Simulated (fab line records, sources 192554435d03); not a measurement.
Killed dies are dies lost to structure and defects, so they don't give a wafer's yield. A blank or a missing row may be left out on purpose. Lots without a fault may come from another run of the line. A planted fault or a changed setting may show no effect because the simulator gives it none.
Split-lot experiment | flow n5_finfet | 7 lots, 18 wafers read, on a route of 1938 steps

THE SPLIT
At N5_BEOL_M2_SPUTTER_92 (material Cu, target thk 4.5 nm, time 8.29 s), the setting time_s was moved away from the recipe's 8.29 s on 3 of the 18 wafers read, by -14.7% to +11.9%. The other wafers ran this setting at the recipe's value.

The reading is taken at the split's own step.

THE READING
Cu_of_BEOL_M2_SPUTTER_92.thk_nm (the simulator's own value, which no gauge read), in nm, at N5_BEOL_M2_SPUTTER_92 (material Cu, target thk 4.5 nm, time 8.29 s). The file gives no usual value for it. The 15 wafers here that ran the recipe average 4.4 nm, standard deviation 0.13 nm.

wafer  | tool, chamber at the split | time_s as run, s | against the recipe | Cu_of_BEOL_M2_SPUTTER_92.thk_nm, nm | against lot-mates on the recipe
L074.1 | pvd_sputter-03, -          | 8.29             | recipe             | 4.4                                 | -
L074.2 | pvd_sputter-03, -          | 8.29             | recipe             | 4.4                                 | -
L074.5 | pvd_sputter-03, -          | 8.29             | recipe             | 4.4                                 | -
L078.1 | pvd_sputter-03, -          | 8.29             | recipe             | 4.6                                 | -
L078.6 | pvd_sputter-03, -          | 8.29             | recipe             | 4.6                                 | -
L078.3 | pvd_sputter-03, -          | 8.29             | recipe             | 4.4                                 | -
L080.1 | pvd_sputter-01, -          | 8.29             | recipe             | 4.4                                 | -
L080.4 | pvd_sputter-01, -          | 8.29             | recipe             | 4.2                                 | -
L080.5 | pvd_sputter-01, -          | 8.979            | +8.3%              | 4.8                                 | +0.5
L083.3 | pvd_sputter-01, -          | 8.29             | recipe             | 4.4                                 | -
L085.1 | pvd_sputter-02, -          | 8.29             | recipe             | 4.6                                 | -
L085.5 | pvd_sputter-02, -          | 9.275            | +11.9%             | 4.8                                 | +0.3
L085.6 | pvd_sputter-02, -          | 8.29             | recipe             | 4.4                                 | -
L088.2 | pvd_sputter-01, -          | 8.29             | recipe             | 4.6                                 | -
L088.5 | pvd_sputter-01, -          | 8.29             | recipe             | 4.6                                 | -
L088.6 | pvd_sputter-01, -          | 8.29             | recipe             | 4.4                                 | -
L097.2 | pvd_sputter-02, -          | 8.29             | recipe             | 4.2                                 | -
L097.6 | pvd_sputter-02, -          | 7.071            | -14.7%             | 3.6                                 | -0.6

THE FIT
A straight line over all 18 wafers: Cu_of_BEOL_M2_SPUTTER_92.thk_nm changes by +0.0463 nm for each +1% of time_s; r = +0.86; the points scatter about the line by 0.14 nm.
The same after taking each lot's own level away (the mean of its wafers on the recipe; 18 wafers): +0.0388 nm for each +1%; r = +0.90; scatter 0.097 nm.
On that fit, the largest move of time_s shifts the reading by 0.57 nm.
The lots' own levels span 4.20 to 4.53 nm, that is 2.6 times the standard deviation above.
So the lot-to-lot level changes the slope: the two fits differ.
Check: with one of the wafers moved furthest among these (-14.7%) left out of the fit, the line predicts -0.531 nm for it against its lot-mates. It came out at -0.6 nm against them.

OTHER SPLITS ON THESE WAFERS
These wafers also went through other splits before the reading. Each is held against what the fit with the lots' levels taken away leaves over:
other split on the same wafers   | wafers away from the commonest value | r with Cu_of_BEOL_M2_SPUTTER_92.thk_nm (lot level and that fit taken away)
N5_BEOL_M1_TRENCH_ETCH_37 time_s | 4                                    | -0.12
N5_BEOL_M2_ALD_98 ald_cycles     | 4                                    | +0.08

THE FILE'S OWN FIT
Cu_of_BEOL_M2_SPUTTER_92.thk_nm changes by +0.0385 nm for each +1% of time_s, r = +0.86.
